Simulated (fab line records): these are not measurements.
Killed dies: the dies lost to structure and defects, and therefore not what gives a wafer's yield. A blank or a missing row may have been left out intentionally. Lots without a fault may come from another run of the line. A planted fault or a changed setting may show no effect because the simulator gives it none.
One fault seen from 2 desks -- flow n5 finfet -- what lay behind the numbers comes last; until then each desk has only its own

== FOR THE TOOL OWNER'S DESK: rie diel-06 ==
The tool's own readings at N5_MOL_CONTACT_COAG_STRIP_96 (strips in N2/H2): means of the sampled wafers that have a number, for each lot that ran on this tool. Any lot whose mean is over 4 standard deviations away from the usual mean is out of limits and marked OUT; that distance is given in the brackets.
Columns: A = drypump motor current A at N5_MOL_CONTACT_COAG_STRIP_96, usual 5.7 A; B = h2 flow sccm at N5_MOL_CONTACT_COAG_STRIP_96, usual 300.0 sccm; C = oes product au at N5_MOL_CONTACT_COAG_STRIP_96, usual 0.79 a.u.; D = power w at N5_MOL_CONTACT_COAG_STRIP_96, usual 500.1 W; E = rf vpp V at N5_MOL_CONTACT_COAG_STRIP_96, usual 122.0 V; F = showerhead plenum p Torr at N5_MOL_CONTACT_COAG_STRIP_96, usual 3.36 Torr; G = throttle valve pct at N5_MOL_CONTACT_COAG_STRIP_96, usual 19.0 %
lot,first seen here,A,B,C,D,E,F,G
L159,day 6 19:56,6.2,300.1,0.83,500.2,120.9,3.27,18.8
L161,day 7 06:49,5.9,300.5,0.90,500.4,121.1,3.29,18.8
L171,day 9 20:03,5.4,299.8,0.93,519.9 (+12) OUT,122.2,3.38,19.0
This desk's finding: out of limits on L171; first on L171, day 9 20:03 (power w at N5_MOL_CONTACT_COAG_STRIP_96). L159, L161 stayed within limits.

== THE METROLOGY DESK ==
What the gauges read, lot by lot, whatever tool the lot ran on: means of the sampled wafers that have a number. Any lot whose mean is over 4 standard deviations away from the usual mean is out of limits and marked OUT; that distance is given in the brackets. It has 12 readings; the 7 that lie furthest out on some lot are the ones shown.
Columns: A = cd nm at N5_MOL_CONTACT_COAG_CD_MEAS_84, usual 25.19 nm; B = VG_OVL at N5_MOL_CONTACT_COAG_OVL_MEAS_85, usual -0.3 nm; C = DIBL_N at N5_BEOL_M4_RC_MEAS_101, usual 36.4 mV/V; D = DIBL_P at N5_BEOL_M4_RC_MEAS_101, usual 36.2 mV/V; E = IOFF_P at N5_BEOL_M4_RC_MEAS_101, usual 0.21 nA/um; F = ION_P at N5_BEOL_M4_RC_MEAS_101, usual 459 uA/um; G = VT_P at N5_BEOL_M4_RC_MEAS_101, usual -250 mV
lot,first seen here,A,B,C,D,E,F,G
L153,day 5 18:40,25.56,-0.8,36.3,37.4,0.20,455,-252
L157,day 6 10:40,24.89,-0.6,35.6,36.5,0.22,462,-251
L159,day 6 19:09,25.27,-0.2,36.8,37.6,0.26,470,-247
L160,day 7 00:05,25.36,-1.1,36.0,35.0,0.17,445,-258
L161,day 7 06:04,25.21,-0.1,35.2,36.1,0.17,452,-254
L167,day 8 17:19,25.36,-0.7,35.6,34.6,0.18,453,-253
L171,day 9 19:23,25.08,-0.1,37.1,38.9,0.26,468,-245
L174,day 10 08:01,25.41,-0.7,37.0,37.2,0.17,450,-258
L175,day 10 13:05,25.16,-0.0,35.5,37.0,0.22,463,-249
L176,day 11 00:50,24.98,1.2,34.2,35.3,0.23,466,-246
Finding of this desk: none of the 10 lots has anything out of limits.

== ALL TOGETHER ==
The tool owner's desk had the chance to raise an alarm at day 9 20:03 on L171.
Metrology desk: nothing out of limits seen.
The metrology desk holds a record of L171, inside its limits.
On rie diel-06, each named lot ran N5_MOL_CONTACT_COAG_STRIP_96.

== WHAT THE SIMULATOR HAD INSERTED ==
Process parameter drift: rie diel-06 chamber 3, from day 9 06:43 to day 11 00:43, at N5_MOL_CONTACT_COAG_STRIP_96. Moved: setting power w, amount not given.
Lots struck among those shown: L171.
Each desk's first reading out of limits, in hours after the fault started: the tool owner's desk, 13.
